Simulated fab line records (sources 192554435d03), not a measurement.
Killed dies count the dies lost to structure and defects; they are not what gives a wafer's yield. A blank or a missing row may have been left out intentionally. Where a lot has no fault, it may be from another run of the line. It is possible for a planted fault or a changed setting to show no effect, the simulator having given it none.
fab line records	flow n5Finfet
[record] lots = 6	wafers = 18	lastDay = 20
route steps=1938 shown BEOL_M1@756 BEOL_M4@1111 PASSIVATION@1936
lots that met no fault: from a run of the same line without faults
startH: hours from the record's opening day to when the first of the lot's shown wafers began	waitH: hours elapsed since this lot's preceding step	" same as the row above	L1.1+2: a row that stands for several wafers	- no value, or no start was given	* or withheld: withheld	< > ~ a bound
route shown NAME@n: a module of which the file shows steps, and the number in the route of the first	usual: mean and standard deviation over wafers with no fault	same: alike in all rows	chamber/n: place in a boat	sites: readings site by site	_std_site: their standard deviation	_edge_site: mean of outer sites minus mean of inner sites	radiusMm: how far each site lies from the wafer's centre	mask NAME#n: copy n	behind: the last tool/chamber to shape the wafer	hold: the reason the lot was held/the length of the hold in hours/how it ended	device: which transistor (n, p or np) failed to switch	end of line: at the end of the route, the tests of the same wafers	a step without rows: its recipe alone	killed: count of dies lost to structure and defects at first sort (not the wafer's yield)	map: shows each die of a wafer: x if killed, . if not, _ if none is there
set.NAME: setting as actually run; set.NAME@STEP: the setting as run at that earlier step	model.NAME: the simulator's own value behind a step, which no gauge read
lots at selected steps of the route; one table per step, one row per wafer
services: when a tool's chamber went out of use (startH, in hours from the record's first day, below 0 if earlier), for how many hours, and the reason
[[steps]]
[step N5_BEOL_M1_COAT_62]
[recipe] resist = SiARC	tempC = 220	timeS = 60	spinRpm = 1500	resistThkNm = 12
[step N5_BEOL_M1_COAT_73]
[recipe] resist = underlayer	tempC = 205	timeS = 60	spinRpm = 1500	resistThkNm = 5
[step N5_BEOL_M1_COAT_05]
[recipe] resist = CAR-EUV	spinRpm = 1500	resistThkNm = 30
[step N5_BEOL_M1_EBR_07]
[recipe] solvent = PGMEA	ebrWidthMm = 1.5
[step N5_BEOL_M1_SOFTBAKE_06]
[recipe] tempC = 110	timeS = 60	resist = CAR-EUV
[step N5_BEOL_M1_EXPOSE_08]
[recipe] maskId = M1	na = 0.33	sourceShape = dipole	sigmaInner = 0.369	sigmaOuter = 0.767	polarization = unpolarized	doseMj = 33
[step N5_BEOL_M1_PEB_09]
[recipe] pebTempC = 100	pebTimeS = 60	resist = CAR-EUV
[step N5_BEOL_M1_DEVELOP_10]
[recipe] developTimeS = 30	developer = TMAH	resist = CAR-EUV	rinseLiquid = surfactantRinse	dry = airSpin	devTempC = 23
[step N5_BEOL_M1_CD_MEAS_11]
[recipe] targetCdNm = 17.05	landingEnergyEv = 500	detector = seInlens	polarity = opening
[usual] cdNm = 17.0/0.32
lot.wafer	tool	chamber	startH	waitH	cdNm
L291.2	cdSem-02	0	150.17	-	16.8
L291.4	"	0	"	"	16.7
L291.6	"	0	"	"	17.0
L293.1	cdSem-02	0	154.06	-	16.3
L293.3	"	0	"	"	16.7
L293.5	"	0	"	"	17.0
L302.2	cdSem-03	0	213.95	-	17.1
L302.5	"	0	"	"	16.6
L302.6	"	0	"	"	17.4
L304.1	cdSem-01	0	226.16	-	17.0
L304.2	"	0	"	"	17.3
L304.6	"	0	"	"	17.5
L306.1	cdSem-02	0	237.14	-	16.4
L306.2	"	0	"	"	16.7
L306.4	"	0	"	"	16.3
L310.1	cdSem-02	0	259.17	-	16.9
L310.2	"	0	"	"	16.9
L310.4	"	0	"	"	16.8
[step N5_BEOL_M1_OVL_MEAS_12]
[recipe] pointsPerWafer = 522
[usual] M1_OVL = 0.3/0.75
lot.wafer	tool	chamber	startH	waitH	M1_OVL[nm]
L291.2	overlay-02	0	150.20	0.0	0.3
L291.4	"	0	"	"	-0.2
L291.6	"	0	"	"	-0.6
L293.1	overlay-01	0	154.09	0.0	1.0
L293.3	"	0	"	"	1.5
L293.5	"	0	"	"	1.4
L302.2	overlay-02	0	213.99	0.0	0.2
L302.5	"	0	"	"	-0.7
L302.6	"	0	"	"	-0.3
L304.1	overlay-02	0	226.19	0.0	-0.1
L304.2	"	0	"	"	-0.5
L304.6	"	0	"	"	-0.2
L306.1	overlay-01	0	237.17	0.0	0.6
L306.2	"	0	"	"	-0.1
L306.4	"	0	"	"	0.1
L310.1	overlay-01	0	259.20	0.0	0.1
L310.2	"	0	"	"	0.3
L310.4	"	0	"	"	-0.1
[step N5_BEOL_M1_INSPECT_13]
[recipe] mode = adi	inspectInstrument = brightfield
[usual] rawDefectCount = 394/110
lot.wafer	tool	chamber	startH	waitH	rawDefectCount
L291.2	defectInspect-01	-	150.26	0.0	370
L291.4	"	-	"	"	296
L291.6	"	-	"	"	365
L293.1	defectInspect-01	-	154.15	0.1	294
L293.3	"	-	"	"	211
L293.5	"	-	"	"	304
L302.2	defectInspect-02	-	214.04	0.0	433
L302.5	"	-	"	"	420
L302.6	"	-	"	"	366
L304.1	defectInspect-01	-	226.24	0.1	321
L304.2	"	-	"	"	336
L304.6	"	-	"	"	302
L306.1	defectInspect-01	-	237.23	0.1	300
L306.2	"	-	"	"	383
L306.4	"	-	"	"	489
L310.1	defectInspect-02	-	259.25	0.1	704
L310.2	"	-	"	"	533
L310.4	"	-	"	"	690
[step N5_BEOL_M1_DESCUM_16]
[recipe] chemistry = O2	timeS = 7	sourcePowerW = 50	biasPowerW = 20	pressureMtorr = 20	rfFrequencyHz = 2.712e+07	tempC = 40	resist = CAR-EUV	o2FlowSccm = 225
[usual] biasPowerW = 20.00/0.06	drypumpMotorCurrentA = 5.5/0.53	o2FlowSccm = 224.9/0.7	oesProductAu = 0.81/0.078	rfVppV = 243.3/1.4	showerheadPlenumPTorr = 2.10/0.078	throttleValvePct = 20.50/0.23
lot.wafer	tool	chamber	startH	waitH	biasPowerW	drypumpMotorCurrentA	o2FlowSccm	oesProductAu	rfHoursCounterH	rfVppV	showerheadPlenumPTorr	throttleValvePct
L291.2	rieDiel-04	2	150.29	0.0	19.96	5.5	224.7	0.78	122	242.0	2.00	20.13
L291.4	"	3	"	"	19.96	5.9	225.4	0.71	213	242.8	2.08	20.83
L291.6	"	3	"	"	19.93	5.8	225.0	0.70	-	242.8	2.08	20.85
L293.1	rieDiel-05	2	154.18	0.0	19.97	5.5	223.8	0.78	132	242.5	2.04	20.62
L293.3	"	3	"	"	19.95	5.0	224.2	0.89	33	242.5	2.03	20.19
L293.5	"	2	"	"	19.89	5.5	223.4	0.78	-	241.4	2.04	20.63
L302.2	rieDiel-05	0	214.08	0.0	20.00	4.7	224.4	0.71	202	243.6	2.17	20.71
L302.5	"	2	"	"	20.09	5.5	225.8	0.77	-	241.6	2.03	20.66
L302.6	"	3	"	"	20.03	4.9	226.3	0.86	-	241.4	2.02	20.18
L304.1	rieDiel-05	3	226.38	0.1	19.88	5.0	224.3	0.86	54	243.0	2.02	20.21
L304.2	"	2	"	"	20.02	5.5	224.2	0.77	152	242.2	2.03	20.66
L304.6	"	0	"	"	19.95	4.7	224.9	0.71	-	243.1	2.17	20.71
L306.1	rieDiel-01	3	237.26	0.0	19.99	6.4	224.7	0.87	47	242.7	2.02	20.26
L306.2	"	0	"	"	19.97	6.1	225.4	0.93	5	243.9	2.13	20.43
L306.4	"	2	"	"	19.99	5.1	225.0	0.82	66	243.9	2.13	20.31
L310.1	rieDiel-01	3	260.22	1.0	20.06	6.3	223.4	0.86	51	242.1	2.02	20.24
L310.2	"	0	"	"	20.04	6.1	225.6	0.94	9	242.9	2.13	20.43
L310.4	"	3	"	"	20.03	6.4	224.4	0.86	-	243.6	2.02	20.25
[step N5_BEOL_M1_ETCH_74]
[recipe] chemistry = N2/H2	target = underlayer	targetDepthA = 65	maskMaterial = CAR-EUV	timeS = 5.2	ionEnergyEv = 200	pressureMtorr = 30	sourceW = 840	biasW = 150	n2FlowSccm = 200	h2FlowSccm = 200	ends = cleared
[usual] biasW = 150.0/0.44	drypumpMotorCurrentA = 5.5/0.52	etchRfOnTimeS = 5.13/0.11	oesProductAu = 0.69/0.065	rfVppV = 523.9/2.8	showerheadPlenumPTorr = 2.55/0.095	throttleValvePct = 17.90/0.22
lot.wafer	tool	chamber	startH	waitH	biasW	drypumpMotorCurrentA	etchRfOnTimeS	oesProductAu	rfHoursCounterH	rfVppV	showerheadPlenumPTorr	throttleValvePct
L291.2	rieDiel-04	2	150.32	0.0	150.8	5.5	5.25	0.66	122	521.3	2.44	17.54
L291.4	"	3	"	"	150.4	5.9	5.19	0.61	213	522.1	2.52	18.21
L291.6	"	3	"	"	149.9	5.8	5.19	0.62	-	521.4	2.53	18.21
L293.1	rieDiel-05	2	154.22	0.0	150.5	5.6	5.05	0.67	132	521.0	2.43	17.65
L293.3	"	3	"	"	150.4	5.0	5.11	0.75	33	521.8	2.48	17.74
L293.5	"	2	"	"	149.9	5.5	5.00	0.66	-	521.1	2.43	17.69
L302.2	rieDiel-05	0	214.11	0.0	160.4	4.8	5.00	0.62	202	549.6	2.65	18.14
L302.5	"	2	"	"	160.7	5.5	4.89	0.67	-	545.4	2.42	17.68
L302.6	"	3	"	"	160.8	5.0	4.90	0.75	-	545.0	2.47	17.74
L304.1	rieDiel-05	3	226.41	0.0	159.9	5.0	4.89	0.75	54	544.9	2.47	17.77
L304.2	"	2	"	"	160.5	5.5	4.94	0.66	152	544.8	2.42	17.75
L304.6	"	0	"	"	160.9	4.7	5.07	0.62	-	546.2	2.65	18.13
L306.1	rieDiel-01	3	237.30	0.0	150.0	6.4	5.24	0.74	47	523.5	2.47	17.70
L306.2	"	0	"	"	150.5	6.2	5.02	0.80	5	524.1	2.62	18.04
L306.4	"	2	"	"	150.5	5.2	5.12	0.72	66	524.5	2.59	17.74
L310.1	rieDiel-01	3	260.26	0.0	149.9	6.3	5.31	0.73	51	523.7	2.47	17.71
L310.2	"	0	"	"	150.3	6.2	5.07	0.78	9	524.5	2.62	18.02
L310.4	"	3	"	"	149.3	6.3	5.26	0.73	-	518.9	2.47	17.70
[step N5_BEOL_M1_ETCH_63]
[recipe] chemistry = CF4	target = SiARC	targetDepthA = 156	maskMaterial = CAR-EUV	timeS = 26	ionEnergyEv = 80	pressureMtorr = 40	sourceW = 545	biasW = 36	Ar_flow_sccm = 100	cf4FlowSccm = 100	ends = cleared
[usual] biasW = 36.01/0.11	drypumpMotorCurrentA = 5.5/0.52	etchRfOnTimeS = 25.6/0.46	oesProductAu = 0.69/0.065	rfVppV = 184.1/1.1	showerheadPlenumPTorr = 2.15/0.067	throttleValvePct = 15.67/0.18
lot.wafer	tool	chamber	startH	waitH	biasW	drypumpMotorCurrentA	etchRfOnTimeS	oesProductAu	rfHoursCounterH	rfVppV	showerheadPlenumPTorr	throttleValvePct
L291.2	rieDiel-04	2	150.34	0.0	36.13	5.5	25.5	0.67	122	183.7	2.07	15.48
L291.4	"	3	"	"	36.02	5.8	26.0	0.62	213	183.3	2.14	16.09
L291.6	"	3	"	"	36.13	5.8	25.8	0.61	-	183.8	2.14	16.09
L293.1	rieDiel-05	2	154.23	0.0	36.03	5.5	24.9	0.68	132	183.0	2.07	15.64
L293.3	"	3	"	"	36.08	5.0	25.0	0.77	33	184.7	2.10	15.43
L293.5	"	2	"	"	36.07	5.5	24.9	0.68	-	183.6	2.07	15.66
L302.2	rieDiel-05	0	214.13	0.0	35.91	4.7	26.0	0.60	202	184.2	2.21	15.86
L302.5	"	2	"	"	36.19	5.5	25.5	0.66	-	181.8	2.07	15.69
L302.6	"	3	"	"	36.02	5.0	25.7	0.73	-	182.4	2.10	15.48
L304.1	rieDiel-05	3	226.43	0.0	36.00	5.0	25.7	0.72	54	183.1	2.09	15.47
L304.2	"	2	"	"	36.14	5.5	25.5	0.65	152	182.9	2.07	15.70
L304.6	"	0	"	"	35.99	4.7	26.0	0.60	-	183.8	2.21	15.84
L306.1	rieDiel-01	3	237.31	0.0	35.94	6.4	26.3	0.74	47	183.3	2.11	15.65
L306.2	"	0	"	"	36.11	6.1	25.7	0.80	5	183.6	2.21	15.70
L306.4	"	2	"	"	35.84	5.1	25.3	0.71	66	183.4	2.18	15.48
L310.1	rieDiel-01	3	260.27	0.0	36.05	6.3	26.2	0.74	51	183.7	2.10	15.64
L310.2	"	0	"	"	36.03	6.1	25.3	0.80	9	185.1	2.20	15.70
L310.4	"	3	"	"	35.96	6.3	26.2	0.73	-	183.8	2.10	15.63
[step N5_BEOL_M4_RC_MEAS_101]
[usual] DIBL_N = 36.3/1.6	DIBL_P = 36.4/2.1	IOFF_N = 0.16/0.032	IOFF_P = 0.22/0.044	ION_N = 675/12	ION_P = 463/8.3	SS_N = 71.6/0.64	SS_P = 73.3/0.67	VT_N = 250/3.3	VT_P = -250/3.7
lot.wafer	tool	chamber	startH	waitH	DIBL_N[mV/V]	DIBL_P[mV/V]	IOFF_N[nA/um]	IOFF_P[nA/um]	ION_N[uA/um]	ION_P[uA/um]	SS_N[mV/dec]	SS_P[mV/dec]	VT_N[mV]	VT_P[mV]
L291.2	prober-01	0	219.13	0.2	37.4	38.4	0.19	0.25	684	468	71.2	73.8	245	-248
L291.4	"	0	"	"	37.6	38.7	0.18	0.24	682	468	72.0	73.3	249	-250
L291.6	"	0	"	"	35.2	35.4	0.15	0.20	660	463	70.3	72.8	250	-250
L293.1	prober-01	0	231.76	0.0	35.4	35.1	0.14	0.19	654	452	71.6	73.9	256	-252
L293.3	"	0	"	"	37.2	37.9	0.19	0.24	689	466	71.4	74.0	249	-247
L293.5	"	0	"	"	36.3	36.1	0.16	0.22	676	463	71.9	73.2	251	-250
L302.2	prober-02	0	306.26	0.9	34.9	36.5	0.16	0.22	686	473	71.5	73.9	248	-252
L302.5	"	0	"	"	33.3	33.8	0.12	0.18	653	452	71.9	72.8	255	-253
L302.6	"	0	"	"	33.3	33.3	0.12	0.18	662	456	70.7	73.7	254	-251
L304.1	prober-01	0	308.42	0.0	37.5	36.8	0.18	0.23	678	454	72.7	74.0	249	-249
L304.2	"	0	"	"	37.8	36.5	0.19	0.23	686	465	71.9	73.8	247	-249
L304.6	"	0	"	"	40.3	39.5	0.25	0.28	691	457	72.7	74.4	246	-247
L306.1	prober-02	0	317.05	0.0	37.7	37.0	0.15	0.18	685	463	71.4	73.3	250	-256
L306.2	"	0	"	"	36.0	35.4	0.13	0.17	678	459	71.3	72.8	251	-254
L306.4	"	0	"	"	34.7	33.3	0.10	0.13	648	443	71.1	72.2	258	-259
L310.1	prober-01	0	381.10	0.0	36.1	35.0	0.16	0.21	677	464	72.1	72.6	251	-249
L310.2	"	0	"	"	37.0	36.6	0.17	0.23	676	468	72.2	73.1	249	-247
L310.4	"	0	"	"	36.2	36.2	0.16	0.23	686	473	71.7	72.7	248	-250
[step N5_PASSIVATION_PROBE_49]
[usual] defectLimitedYield = 91.4/1.2	killed_at_M0_to_M3 = 35/11	killed_at_M4_up = 14/6	killedAtContacts = 12/6.7	killedAtFrontEnd = 37/9.7	killedAtOther = 3.5/2.5	killedDies = 102/15	killedOpen = 67/12	killedShort = 33/7.3	sort_bin_5_function = 5.1/0.81	sort_bin_6_memory = 3.2/0.65	sortNPass = 1078/15	sortYieldPct = 91.4/1.2
[same] grossDies = 1180	killedAtBackSide = 0	sort_bin_4_leakage[%] = 0	sort_bin_8_speed[%] = 0
lot.wafer	tool	chamber	startH	waitH	defectLimitedYield[%]	killed_at_M0_to_M3	killed_at_M4_up	killedAtContacts	killedAtFrontEnd	killedAtOther	killedDies	killedOpen	killedShort	sort_bin_5_function[%]	sort_bin_6_memory[%]	sortNPass	sortYieldPct[%]
L291.2	prober-01	-	343.01	0.1	90.8	20	17	32	35	4	108	82	26	5.3	3.7	1072	90.8
L291.4	prober-01	-	343.11	0.2	90.4	24	14	21	48	6	113	74	39	5.8	3.5	1067	90.4
L291.6	prober-01	-	343.21	0.3	91.5	21	18	19	39	3	100	64	36	5.4	2.7	1080	91.5
L293.1	prober-01	-	354.94	0.0	90.0	28	14	24	51	1	118	78	40	5.4	4.1	1062	90.0
L293.3	prober-01	-	355.04	0.1	89.6	63	12	7	36	5	123	72	50	6.6	3.5	1057	89.6
L293.5	prober-01	-	355.14	0.2	89.5	51	23	14	34	2	124	83	37	6.5	3.6	1056	89.5
L304.1	prober-01	-	414.70	0.0	89.6	48	14	12	47	2	123	80	35	5.6	3.8	1057	89.6
L304.2	prober-01	-	414.75	0.1	91.3	33	13	20	33	4	103	65	37	4.7	3.7	1077	91.3
L304.6	prober-01	-	414.95	0.3	90.9	44	12	12	37	2	107	70	36	5.1	3.4	1073	90.9
L302.2	prober-01	-	416.32	0.1	89.4	36	7	25	52	5	125	97	28	6.7	3.8	1055	89.4
L302.5	prober-01	-	416.47	0.2	91.0	30	10	11	51	4	106	78	26	5.4	3.3	1074	91.0
L302.6	prober-01	-	416.52	0.3	90.7	46	16	16	26	6	110	79	29	5.1	4.2	1070	90.7
L306.1	prober-01	-	430.05	0.0	92.0	29	12	16	36	1	94	62	31	5.3	2.5	1086	92.0
L306.2	prober-01	-	430.10	0.1	91.0	32	11	20	42	1	106	72	32	5.8	2.9	1074	91.0
L306.4	prober-01	-	430.20	0.2	90.8	40	20	12	33	3	108	50	56	5.0	3.5	1072	90.8
L310.1	prober-02	-	475.95	0.0	91.8	25	13	16	39	4	97	57	35	4.7	3.2	1083	91.8
L310.2	prober-02	-	476.00	0.1	90.0	37	18	25	35	3	118	71	44	5.8	4.0	1062	90.0
L310.4	prober-02	-	476.10	0.2	88.6	50	18	30	33	4	135	91	41	6.4	4.9	1045	88.6
// killed by level:class
L291.2 MOL_CONTACT_COAG:geometricParticle:open=28 FIN_SAQP:geometricParticle:open=11 BEOL_M1:geometricParticle:open=7 BEOL_M4:geometricParticle:open=7 FIN_SAQP:geometricParticle:short=5 ILD0:geometricParticle:open=4 GATE_CUT:geometricParticle:short=4 MOL_CONTACT_COAG:geometricParticle:short=4
L291.4 FIN_SAQP:geometricParticle:short=16 MOL_CONTACT_COAG:geometricParticle:open=16 FIN_SAQP:geometricParticle:open=13 BEOL_M2:geometricParticle:open=9 STI_FIN_REVEAL:geometricParticle:open=7 MOL_CONTACT_COAG:geometricParticle:short=5 BEOL_M0:geometricParticle:open=5 BEOL_M5:geometricParticle:open=5
L291.6 FIN_SAQP:geometricParticle:short=15 MOL_CONTACT_COAG:geometricParticle:open=15 FIN_SAQP:geometricParticle:open=8 STI_FIN_REVEAL:geometricParticle:open=8 BEOL_M1:geometricParticle:open=7 BEOL_M0_SAQP:geometricParticle:short=5 BEOL_M6:geometricParticle:open=5 MOL_CONTACT_COAG:geometricParticle:short=4
L293.1 MOL_CONTACT_COAG:geometricParticle:open=17 FIN_SAQP:geometricParticle:short=13 FIN_SAQP:geometricParticle:open=11 STI_FIN_REVEAL:geometricParticle:open=10 BEOL_M4:geometricParticle:open=8 DUMMY_GATE:geometricParticle:open=7 MOL_CONTACT_COAG:geometricParticle:short=7 BEOL_M0_SAQP:geometricParticle:open=7
L293.3 BEOL_M0_SAQP:geometricParticle:short=22 BEOL_M0_SAQP:geometricParticle:open=17 BEOL_M2:geometricParticle:open=12 FIN_SAQP:geometricParticle:short=9 FIN_SAQP:geometricParticle:open=7 MOL_CONTACT_COAG:geometricParticle:open=5 STARTING-WAFER:geometricParticle:open=5 BEOL_M3:geometricParticle:short=4
L293.5 BEOL_M0_SAQP:geometricParticle:open=16 MOL_CONTACT_COAG:geometricParticle:open=11 STI_FIN_REVEAL:geometricParticle:open=10 BEOL_M4:geometricParticle:open=9 FIN_SAQP:geometricParticle:short=8 BEOL_M0_SAQP:geometricParticle:short=7 BEOL_M3:geometricParticle:short=7 BEOL_M2:geometricParticle:open=5
L304.1 BEOL_M0_SAQP:geometricParticle:open=14 BEOL_M3:geometricParticle:open=14 STI_FIN_REVEAL:geometricParticle:open=13 FIN_SAQP:geometricParticle:short=12 BEOL_M0_SAQP:geometricParticle:short=11 BEOL_M4:geometricParticle:open=10 MOL_CONTACT_COAG:geometricParticle:open=9 HKMG_FIN:areaEtch=8
L304.2 MOL_CONTACT_COAG:geometricParticle:open=16 BEOL_M4:geometricParticle:open=11 BEOL_M0_SAQP:geometricParticle:open=10 BEOL_M0_SAQP:geometricParticle:short=8 STI_FIN_REVEAL:geometricParticle:open=7 FIN_SAQP:geometricParticle:short=6 FIN_SAQP:geometricParticle:open=4 GATE_CUT:geometricParticle:short=4
L304.6 BEOL_M0_SAQP:geometricParticle:short=12 FIN_SAQP:geometricParticle:open=11 MOL_CONTACT_COAG:geometricParticle:open=11 FIN_SAQP:geometricParticle:short=10 BEOL_M0_SAQP:geometricParticle:open=10 BEOL_M2:geometricParticle:open=9 BEOL_M4:geometricParticle:open=7 BEOL_M3:geometricParticle:open=7
L302.2 MOL_CONTACT_COAG:geometricParticle:open=21 FIN_SAQP:geometricParticle:open=15 STI_FIN_REVEAL:geometricParticle:open=13 BEOL_M0_SAQP:geometricParticle:open=9 BEOL_M1:geometricParticle:open=8 BEOL_M2:geometricParticle:open=8 FIN_SAQP:geometricParticle:short=6 MOL_CONTACT_COAG:geometricParticle:short=4
L302.5 FIN_SAQP:geometricParticle:open=18 STI_FIN_REVEAL:geometricParticle:open=18 MOL_CONTACT_COAG:geometricParticle:open=11 BEOL_M0_SAQP:geometricParticle:short=11 BEOL_M0_SAQP:geometricParticle:open=9 FIN_SAQP:geometricParticle:short=7 BEOL_M2:geometricParticle:open=4 BEOL_M4:geometricParticle:open=4
L302.6 MOL_CONTACT_COAG:geometricParticle:open=12 BEOL_M0_SAQP:geometricParticle:open=12 BEOL_M0_SAQP:geometricParticle:short=10 BEOL_M2:geometricParticle:open=9 BEOL_M4:geometricParticle:open=8 STI_FIN_REVEAL:geometricParticle:open=7 BEOL_M3:geometricParticle:open=6 GATE_CUT:geometricParticle:open=4
L306.1 MOL_CONTACT_COAG:geometricParticle:open=13 BEOL_M1:geometricParticle:open=9 GATE_CUT:geometricParticle:short=7 BEOL_M1:geometricParticle:short=7 FIN_SAQP:geometricParticle:open=5 BEOL_M0_SAQP:geometricParticle:open=5 STARTING-WAFER:geometricParticle:open=5 FIN_SAQP:geometricParticle:short=4
L306.2 MOL_CONTACT_COAG:geometricParticle:open=17 STI_FIN_REVEAL:geometricParticle:open=9 FIN_SAQP:geometricParticle:open=8 DUMMY_GATE:geometricParticle:open=8 BEOL_M0_SAQP:geometricParticle:short=5 BEOL_M2:geometricParticle:open=5 BEOL_M3:geometricParticle:short=5 BEOL_M0_SAQP:geometricParticle:open=4
L306.4 MOL_CONTACT_COAG:geometricParticle:open=8 BEOL_M0_SAQP:geometricParticle:short=7 BEOL_M1:geometricParticle:short=7 BEOL_M0_SAQP:geometricParticle:open=6 BEOL_M1:geometricParticle:open=6 BEOL_M3:geometricParticle:open=6 FIN_SAQP:geometricParticle:short=4 GATE_CUT:geometricParticle:open=4
L310.1 MOL_CONTACT_COAG:geometricParticle:open=12 FIN_SAQP:geometricParticle:short=11 STI_FIN_REVEAL:geometricParticle:open=8 FIN_SAQP:geometricParticle:open=6 BEOL_M0:geometricParticle:short=5 BEOL_M3:geometricParticle:open=5 MOL_CONTACT_COAG:geometricParticle:short=4 BEOL_M4:geometricParticle:open=4
L310.2 MOL_CONTACT_COAG:geometricParticle:open=17 BEOL_M2:geometricParticle:open=9 MOL_CONTACT_COAG:geometricParticle:short=8 BEOL_M4:geometricParticle:open=7 FIN_SAQP:geometricParticle:open=6 STI_FIN_REVEAL:geometricParticle:open=6 BEOL_M0_SAQP:geometricParticle:short=6 BEOL_M1:geometricParticle:open=6
L310.4 MOL_CONTACT_COAG:geometricParticle:open=24 BEOL_M1:geometricParticle:open=15 BEOL_M2:geometricParticle:open=11 FIN_SAQP:geometricParticle:short=9 BEOL_M0:geometricParticle:short=8 MOL_CONTACT_COAG:geometricParticle:short=6 BEOL_M4:geometricParticle:open=6 BEOL_M0:geometricParticle:open=5
[[services]]
tool	chamber	startH	hours	kind
rieDiel-01	3	160.50	4.9	repair
rieDiel-01	0	198.60	-	clean
rieDiel-01	0	198.60	-	consumableReplace:focusRing
rieDiel-01	0	198.60	23.9	scheduledDown
rieDiel-01	0	198.60	23.9	ventCycle
rieDiel-04	2	222.58	4.9	repair
rieDiel-05	-	223.92	0.2	repair
rieDiel-01	-	240.37	5.9	repair
rieDiel-01	2	252.91	26.0	repair
rieDiel-01	-	253.32	6.4	repair
[[key]]
[firstSign] step = N5_BEOL_M1_ETCH_74	reading = biasW	direction = up	sigmas = 24	usual = *	struck = *
[effect] step = N5_BEOL_M1_ETCH_74	reading = rfVppV	direction = up	sigmas = 7.9	usual = 523.9	struck = 546.0
metAt N5_BEOL_M1_ETCH_74
struckWafers L302.2,L302.5,L302.6,L304.1,L304.2,L304.6
onsetBetween 154.22 214.11
[fault] kind = processParameterDrift	tool = rieDiel-05	chamber = -	onsetH = 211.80	steps = N5_BEOL_M1_ETCH_74	channel = biasW	offset = *	shape = step	endH = 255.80	actsIn = *	stated = *
